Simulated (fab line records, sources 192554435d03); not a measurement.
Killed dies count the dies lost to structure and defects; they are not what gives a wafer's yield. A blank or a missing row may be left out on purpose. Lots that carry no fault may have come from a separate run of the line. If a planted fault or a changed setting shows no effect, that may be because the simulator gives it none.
Comparing a struck lot with a sound one -- flow n5-finfet -- 36 steps out of a route of 1938
Sound: the wafers L643.4, L643.5, L643.6. Struck: wafer L640.6 (L640.4, L640.5, from the same lot, were not struck and are left out); the cause is given at the end.
Order at every step that has rows: each side's tool, ch and its chambers, its first start. Under that, the readings that differ: sound wafers -- struck wafers -- difference of the means -- sigmas: that difference in standard deviations of wafers without a fault.
alike: a reading whose means differ by less than 2 such deviations, as well as words and numbers matching on both sides. not compared: withheld readings; readings where some wafer has no value; bounds like >300 that might hide an equal value; numbers whose values overlap and for which the record gives no deviation.
A row with sigmas, a row that says differs or no value, or rows on one side alone: a step with any of these is where the two part. Non-overlapping numbers with no deviation appear without sigmas and do not part them. A reading missing from all wafers of one side parts the sides only when that side holds two or more wafers.

first, 9 steps without rows for these wafers: N5_BEOL_M4_ANNEAL_95 (time 240 s); N5_BEOL_M4_SPUTTER_96 (material Cu, target thk 4.5 nm, time 8.29 s); N5_BEOL_M4_ECD_50 (material Cu, target thk 300 nm); N5_BEOL_M4_ANNEAL_51 (time 90 s); N5_BEOL_M4_CMP_52 (polishes, stops on SiOC, t overpolish 6.8 s, target thk 40 nm); N5_BEOL_M4_PRE_CLEAN_60 (time 15 s); N5_BEOL_M4_CO_CAP_55 (material Co, precursor CCTBA/H2, target thk 2 nm, time 102.1 s); N5_BEOL_M4_PRE_CLEAN_56 (time 15 s); N5_BEOL_M4_DEP_57 (deposits SiCN from 3MS/NH3, target thk 8 nm, time 14 s).
N5_BEOL_M4_RC_MEAS_101:
  sound on prober-02 ch 0, day 12 15:22; struck on prober-02 ch 0, day 11 21:13
  alike: DIBL_N, DIBL_P, IOFF_N, IOFF_P, ION_N, ION_P, SS_N, SS_P, VT_N, VT_P
then, 24 steps without rows for these wafers: N5_BEOL_M5_ILD_DEP_00 (deposits SiCOH lowk from DEMS/porogen, target thk 140.64 nm, time 25.9 s); N5_BEOL_M5_CURE_79 (cures SiCOH lowk, time 240 s); N5_BEOL_M5_PECVD_70 (deposits SiO2 from TEOS/O2, target thk 16 nm, time 18 s); N5_BEOL_M5_HM_DEP_02 (deposits TiN, target thk 20 nm); N5_BEOL_M5_COAT_59 (time 60 s, resist thk 60 nm); N5_BEOL_M5_COAT_60 (time 60 s, resist thk 12 nm); N5_BEOL_M5_COAT_71 (time 60 s, resist thk 5 nm); N5_BEOL_M5_COAT_05 (resist thk 30 nm); N5_BEOL_M5_EBR_07; N5_BEOL_M5_SOFTBAKE_06 (time 60 s); N5_BEOL_M5_EXPOSE_08 (exposes mask M5, target cd 28 nm); N5_BEOL_M5_PEB_09 (peb time 60 s); N5_BEOL_M5_DEVELOP_10 (develop time 30 s); N5_BEOL_M5_DESCUM_16 (chemistry O2, time 7 s); N5_BEOL_M5_ETCH_72 (etches underlayer in N2/H2, target depth 6.5 nm, time 5.2 s); N5_BEOL_M5_ETCH_61 (etches SiARC in CF4, target depth 15.6 nm, time 26 s); N5_BEOL_M5_ETCH_62 (etches SOC in N2/H2, target depth 75 nm, overetch 15 nm, time 112.5 s); N5_BEOL_M5_STRIP_63 (strips in N2/H2); N5_BEOL_M5_STRIP_73 (strips in N2/H2); N5_BEOL_M5_STRIP_64 (strips in CF4); N5_BEOL_M5_HM_OPEN_17 (chemistry Cl2/BCl3, target TiN, target depth 20 nm, overetch 6 nm); N5_BEOL_M5_STRIP_19 (strips in O2); N5_BEOL_M5_COAT_65 (time 60 s, resist thk 60 nm); N5_BEOL_M5_COAT_66 (time 60 s, resist thk 12 nm).
-- the record jumps here: 4 days lie between the struck wafers' starts before and after (it left off in module BEOL_M5 and takes up again in module PASSIVATION, whose first step shown is number 1936 of the route) --
N5_PASSIVATION_ETCH_15: etches SiCN in CF4/N2, target depth 75 nm, time 81.2 s.
  sound on rie-diel-06 ch 0,1,3, day 16 17:18; struck on rie-diel-05 ch 3, day 16 00:23
reading,sound,struck,difference,sigmas
model.etch.depth-nm (nm),65.95 63.57 65.55,46.44,-18.58,
  alike: chamber-pressure-mTorr, drypump-motor-current-A, oes-product-au, rf-vpp-V, showerhead-plenum-p-Torr, throttle-valve-pct
  not compared: rf-hours-counter-h
N5_PASSIVATION_PROBE_49:
  record: rows for the struck wafers here (prober-02, day 16 07:22), none for the sound ones

WHERE THEY PART
Only at N5_PASSIVATION_PROBE_49, within this record.

WHY: the cause the simulator had injected
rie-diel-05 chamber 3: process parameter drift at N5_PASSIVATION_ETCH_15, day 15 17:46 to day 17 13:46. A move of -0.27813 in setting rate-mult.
